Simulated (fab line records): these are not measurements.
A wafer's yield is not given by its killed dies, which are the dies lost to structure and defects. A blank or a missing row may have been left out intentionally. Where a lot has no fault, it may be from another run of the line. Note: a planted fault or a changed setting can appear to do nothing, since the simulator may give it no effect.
Chamber matching / flow n5 finfet / N5_BEOL_M5_CURE_80 on uv cure-02 has 3 sister chambers
The step cures SiCOH lowk, time 120 s. 16 wafers are shown with their chamber, then 8 later ones without.

WAFERS WITH THEIR CHAMBER
wafer=L075.3; chamber=0; wafer_temp_C_max=371.4; lamp power pct (%)=52.28
wafer=L075.4; chamber=0; wafer_temp_C_max=371.7; lamp power pct (%)=52.22
wafer=L075.6; chamber=0; wafer_temp_C_max=371.1; lamp power pct (%)=52.27
wafer=L080.1; chamber=2; wafer_temp_C_max=372.6; lamp power pct (%)=52.28
wafer=L080.2; chamber=2; wafer_temp_C_max=372.7; lamp power pct (%)=52.32
wafer=L080.6; chamber=2; wafer_temp_C_max=373.4; lamp power pct (%)=52.29
wafer=L082.2; chamber=2; wafer_temp_C_max=373.0; lamp power pct (%)=52.32
wafer=L082.4; chamber=2; wafer_temp_C_max=373.5; lamp power pct (%)=52.22
wafer=L082.6; chamber=2; wafer_temp_C_max=372.4; lamp power pct (%)=52.22
wafer=L083.2; chamber=2; wafer_temp_C_max=372.9; lamp power pct (%)=52.29
wafer=L083.4; chamber=2; wafer_temp_C_max=372.3; lamp power pct (%)=52.27
wafer=L083.5; chamber=2; wafer_temp_C_max=372.5; lamp power pct (%)=52.28
wafer=L090.1; chamber=0; wafer_temp_C_max=371.8; lamp power pct (%)=52.38
wafer=L090.5; chamber=0; wafer_temp_C_max=372.0; lamp power pct (%)=52.30
wafer=L090.6; chamber=0; wafer_temp_C_max=371.7; lamp power pct (%)=52.25
wafer=L094.4; chamber=1; wafer_temp_C_max=372.0; lamp power pct (%)=52.26

SIGNATURES (means of the wafers above)
reading=wafer_temp_C_max; chamber 0=371.617; chamber 1=372.000; chamber 2=372.811; scatter within a chamber=0.388
reading=lamp power pct; chamber 0=52.2833; chamber 1=52.2600; chamber 2=52.2767; scatter within a chamber=0.0443
Rule: a wafer lies at a distance from a chamber equal to the root of the sum of squares, over the readings, of (its reading less the chamber's mean, divided by the reading's scatter). The wafer belongs to the nearest chamber; if the next one is less than 2 further off, it can't be placed. The scatter: the root of (the sum of the squares of (reading less its chamber's mean) over the shown wafers, divided by (wafers less chambers)).

WAFERS WITHOUT THEIR CHAMBER
wafer=L094.5; wafer_temp_C_max=371.9; lamp power pct (%)=52.28
wafer=L094.6; wafer_temp_C_max=372.9; lamp power pct (%)=52.29
wafer=L095.1; wafer_temp_C_max=371.0; lamp power pct (%)=52.32
wafer=L095.5; wafer_temp_C_max=371.1; lamp power pct (%)=52.30
wafer=L095.6; wafer_temp_C_max=371.2; lamp power pct (%)=52.39
wafer=L097.1; wafer_temp_C_max=373.4; lamp power pct (%)=52.23
wafer=L097.4; wafer_temp_C_max=372.8; lamp power pct (%)=52.29
wafer=L097.5; wafer_temp_C_max=372.5; lamp power pct (%)=52.34

THE CHAMBER EACH PASSED THROUGH
wafer=L094.5; from the rows above=can't be placed: 1 or 0 or 2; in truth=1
wafer=L094.6; from the rows above=2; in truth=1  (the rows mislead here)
wafer=L095.1; from the rows above=can't be placed: 0 or 1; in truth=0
wafer=L095.5; from the rows above=can't be placed: 0 or 1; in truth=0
wafer=L095.6; from the rows above=can't be placed: 0 or 1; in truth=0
wafer=L097.1; from the rows above=can't be placed: 2 or 1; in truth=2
wafer=L097.4; from the rows above=can't be placed: 2 or 1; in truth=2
wafer=L097.5; from the rows above=can't be placed: 2 or 1 or 0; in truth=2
Correct placement for 0 of the 8. These rows do not allow placing 7 (true chamber among the candidates in 7). 1 placed wrongly.
